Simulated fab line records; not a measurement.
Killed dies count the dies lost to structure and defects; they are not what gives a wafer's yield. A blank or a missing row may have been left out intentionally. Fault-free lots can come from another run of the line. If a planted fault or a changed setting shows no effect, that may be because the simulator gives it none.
One fault through the eyes of 2 desks    flow nand-harc    numbers are kept per desk, each desk with only its own; the story behind them comes last

== THE DEFECT DESK ==
Lot by lot, what the route's inspections counted, given as the mean of those sampled wafers with a number. A lot is out of limits, marked OUT, if its mean lies more than 4 standard deviations from the usual mean; the brackets give that distance.
Columns: A = raw-defect-count at NHARC_P_M1_INSPECT_27, usual 325
lot   first seen here  A
L680  day 5 20:57      409
L681  day 6 12:26      248
L684  day 7 02:11      320
L685  day 7 10:58      453
L687  day 8 03:59      353
L688  day 8 04:37      262
L689  day 8 14:32      449
L690  day 8 17:28      287
L692  day 9 05:35      423
L695  day 10 02:57     207
L700  day 10 16:37     890 (+4.3) OUT
This desk's verdict: out of limits on L700, starting with L700 at day 10 16:37 (raw-defect-count at NHARC_P_M1_INSPECT_27). Within limits: L680, L681, L684, L685, L687, L688, L689, L690, L692, L695.

== AT THE TOOL OWNER'S DESK: cmp-04 ==
The tool's own readings at NHARC_P_M1_CMP_23 (polishes, t overpolish 20 s, target thk 157.82 nm): means of the sampled wafers that have a number, for each lot that ran on this tool. A lot is out of limits, marked OUT, if its mean lies more than 4 standard deviations from the usual mean; the brackets give that distance.
Columns: A = edge-zone-pressure-frac at NHARC_P_M1_CMP_23, usual 0.999; B = motor-current-A at NHARC_P_M1_CMP_23, usual 11.2 A; C = retaining-ring-pressure-frac at NHARC_P_M1_CMP_23, usual 1.000; D = time-to-endpoint-s at NHARC_P_M1_CMP_23, usual 29.3 s
lot   first seen here  A      B     C      D
L681  day 6 11:58      0.998  10.8  1.001  28.4
L684  day 7 01:43      1.002  11.6  1.002  32.5
L687  day 8 03:35      0.994  10.9  1.002  30.8
L690  day 8 16:59      1.000  10.4  0.995  27.5
L700  day 10 16:10     0.996  11.2  0.999  33.7
Result from this desk: across the 5 lots, nothing is out of limits.

== PUT TOGETHER ==
The defect desk could have raised an alarm at day 10 16:37, on L700.
The desk of the tool owner found nothing out of limits.
The tool owner's desk has L700 on record, within its limits.
On cmp-04, each named lot ran NHARC_P_M1_CMP_23.

== WHAT THE SIMULATOR PUT IN ==
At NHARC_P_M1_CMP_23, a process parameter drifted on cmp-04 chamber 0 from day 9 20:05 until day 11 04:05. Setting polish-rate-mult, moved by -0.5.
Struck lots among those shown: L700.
Hours from the fault's start to each desk's first reading out of limits: the defect desk, 21.
